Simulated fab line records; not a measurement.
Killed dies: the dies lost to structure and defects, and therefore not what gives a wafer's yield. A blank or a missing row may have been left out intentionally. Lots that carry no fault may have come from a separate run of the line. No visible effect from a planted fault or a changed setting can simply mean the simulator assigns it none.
Which tool is to blame?    flow n5_finfet    35 wafers from 12 lots sampled at 4 of the route's 1938 steps

== WHAT THE GAUGES SHOWED, per wafer ==
The record lacks any reading of a measuring or inspecting step that a usual standard deviation could be used to judge.

== WHICH TOOL RAN EACH LOT (tool, then ch and the chambers of the sampled wafers, then the start) ==
lot   N5_BEOL_M3_ETCH_77                  N5_MIM_TOP_ALD_00                 N5_MIM_TOP_ALD_02                            N5_PASSIVATION_PROBE_49
L777  rie_diel-04 ch 0,1,3, day 7 04:01   ald_hk-03 ch 2,3, day 11 18:50    ald_hk-03 ch 2,3, day 12 09:32 or earlier    prober-01, day 12 09:32
L778  rie_diel-04 ch 0,2, day 7 14:39     ald_hk-03 ch 0,2,3, day 12 14:47  ald_hk-03 ch 0,2,3, no start                 -
L780  rie_diel-04 ch 0,2,3, day 7 16:24   ald_hk-01 ch 0,1,2, day 12 23:20  ald_hk-01 ch 0,1,2, no start                 -
L779  rie_diel-03 ch 0,3, day 7 19:40     ald_hk-02 ch 0,2,3, day 13 04:20  ald_hk-02 ch 0,2,3, no start                 -
L781  rie_diel-05 ch 0,1,2, day 8 02:04   ald_hk-01 ch 1,2,3, day 13 02:03  ald_hk-01 ch 1,2,3, no start                 -
L782  rie_diel-05 ch 1,2, day 8 04:39     ald_hk-01 ch 0,2,3, day 13 19:10  ald_hk-01 ch 0,2,3, no start                 -
L783  rie_diel-04 ch 1,2, day 8 19:37     ald_hk-01 ch 0,1,2, day 13 16:20  ald_hk-01 ch 0,1,2, no start                 -
L786  rie_diel-04 ch 0,1,2, day 9 09:21   ald_hk-02 ch 0,1,3, day 14 13:23  ald_hk-02 ch 0,1,3, day 15 02:37 or earlier  prober-02, day 15 02:37
L788  rie_diel-04 ch 2,3, day 10 06:14    ald_hk-01 ch 0,3, day 15 11:25    ald_hk-01 ch 0,3, day 16 00:34 or earlier    prober-01, day 16 00:34
L795  rie_diel-05 ch 0,2, day 11 12:39    ald_hk-03 ch 0, day 15 21:27      ald_hk-03 ch 0, no start                     -
L798  rie_diel-05 ch 0,1,2, day 12 20:25  ald_hk-03 ch 0,3, day 17 07:13    ald_hk-03 ch 0,3, no start                   -
L800  rie_diel-05 ch 0,1, day 13 06:22    ald_hk-02 ch 0,2,3, day 17 11:35  ald_hk-02 ch 0,2,3, no start                 -
- N5_BEOL_M3_ETCH_77: etches underlayer in N2/H2, target depth 6.5 nm, time 5.2 s.
- N5_MIM_TOP_ALD_00: deposits Al2O3, purge time 3 s, co reactant pulse time 3 s.
- N5_MIM_TOP_ALD_02: deposits Al2O3, purge time 3 s, co reactant pulse time 3 s.
- N5_PASSIVATION_PROBE_49

== WHAT THE TOOLS THEMSELVES READ (means of the sampled wafers that have a number; where no wafer has one, the mark that the record gives instead) ==
N5_BEOL_M3_ETCH_77.
lot   tool         drypump_motor_current_A (A)  etch_rf_on_time_s (s)  oes_product_au (a.u.)  rf_vpp_V (V)  showerhead_plenum_p_Torr (Torr)  throttle_valve_pct (%)
L777  rie_diel-04  5.6                          5.20                   0.69                   524.5         2.57                             17.76
L778  rie_diel-04  5.4                          5.09                   0.69                   521.7         2.46                             17.97
L780  rie_diel-04  5.6                          5.09                   0.72                   523.4         2.55                             17.81
L779  rie_diel-03  5.8                          5.28                   0.67                   526.8         2.62                             18.00
L781  rie_diel-05  5.8                          5.21                   0.68                   523.3         2.49                             17.67
L782  rie_diel-05  5.6                          5.12                   0.63                   521.9         2.46                             17.71
L783  rie_diel-04  5.0                          5.14                   0.62                   519.8         2.45                             17.89
L786  rie_diel-04  5.5                          5.10                   0.64                   522.7         2.47                             17.97
L788  rie_diel-04  5.1                          5.18                   0.66                   522.1         2.52                             17.77
L795  rie_diel-05  5.9                          5.19                   0.69                   525.1         2.51                             17.80
L798  rie_diel-05  5.8                          5.15                   0.66                   522.2         2.48                             17.73
L800  rie_diel-05  5.9                          5.25                   0.69                   522.0         2.46                             17.53

N5_MIM_TOP_ALD_00.
lot   tool       precursor_pulse_height_rel
L777  ald_hk-03  0.990
L778  ald_hk-03  1.000
L780  ald_hk-01  0.977
L779  ald_hk-02  0.998
L781  ald_hk-01  0.980
L782  ald_hk-01  0.995
L783  ald_hk-01  1.008
L786  ald_hk-02  0.991
L788  ald_hk-01  1.008
L795  ald_hk-03  1.002
L798  ald_hk-03  0.988
L800  ald_hk-02  1.006

N5_MIM_TOP_ALD_02.
lot   tool       precursor_pulse_height_rel
L777  ald_hk-03  0.981
L778  ald_hk-03  1.007
L780  ald_hk-01  0.987
L779  ald_hk-02  0.997
L781  ald_hk-01  0.999
L782  ald_hk-01  1.011
L783  ald_hk-01  1.018
L786  ald_hk-02  1.000
L788  ald_hk-01  1.012
L795  ald_hk-03  0.994
L798  ald_hk-03  0.986
L800  ald_hk-02  0.998

N5_PASSIVATION_PROBE_49.
lot   tool       defect_limited_yield (%)  killed_at_M0_to_M3  killed_at_M4_up  killed_at_contacts  killed_at_front_end  killed_at_other  killed_dies  killed_open  killed_short  sort_bin_4_leakage (%)  sort_bin_5_function (%)  sort_bin_6_memory (%)  sort_n_pass  sort_yield_pct (%)
L777  prober-01  90.8                      32                  14               17                  41                   4.0              108          76           31            0.00                    5.4                      3.6                    1072         90.8
L786  prober-02  81.0                      167                 14               7                   33                   3.0              224          69           30            0.03                    11.1                     4.1                    955          81.0
L788  prober-01  80.6                      178                 10               14                  27                   0.3              229          60           24            0.00                    11.6                     3.7                    951          80.6

== THE ANSWER, worked out from the rows above alone ==
Rule: what is usual is taken from the lots themselves. Put in order of their means at a reading, lots are off if they are a third of the lots or fewer, leave a main group of 4 or more, and stand apart from it by a gap of 3 or more times the standard deviation of the main group's means; of several such gaps the widest counts. A main group is skipped when, at the precision printed for the reading in the tables above, its means are all equal. Also off: a lot with no number at a reading for which 4 or more lots have one. The other lots that the step has rows for count as sound. After the gauges, taken in route order, come the tools' own readings; for these a lot's mean is taken, as printed above. The first step at which some lot is off is used, and at that step the reading that is off furthest; a lot without a number counts as furthest.
Nothing can be told from this: no lot is off at any reading shown.

== WHAT THE SIMULATOR HAD INSERTED ==
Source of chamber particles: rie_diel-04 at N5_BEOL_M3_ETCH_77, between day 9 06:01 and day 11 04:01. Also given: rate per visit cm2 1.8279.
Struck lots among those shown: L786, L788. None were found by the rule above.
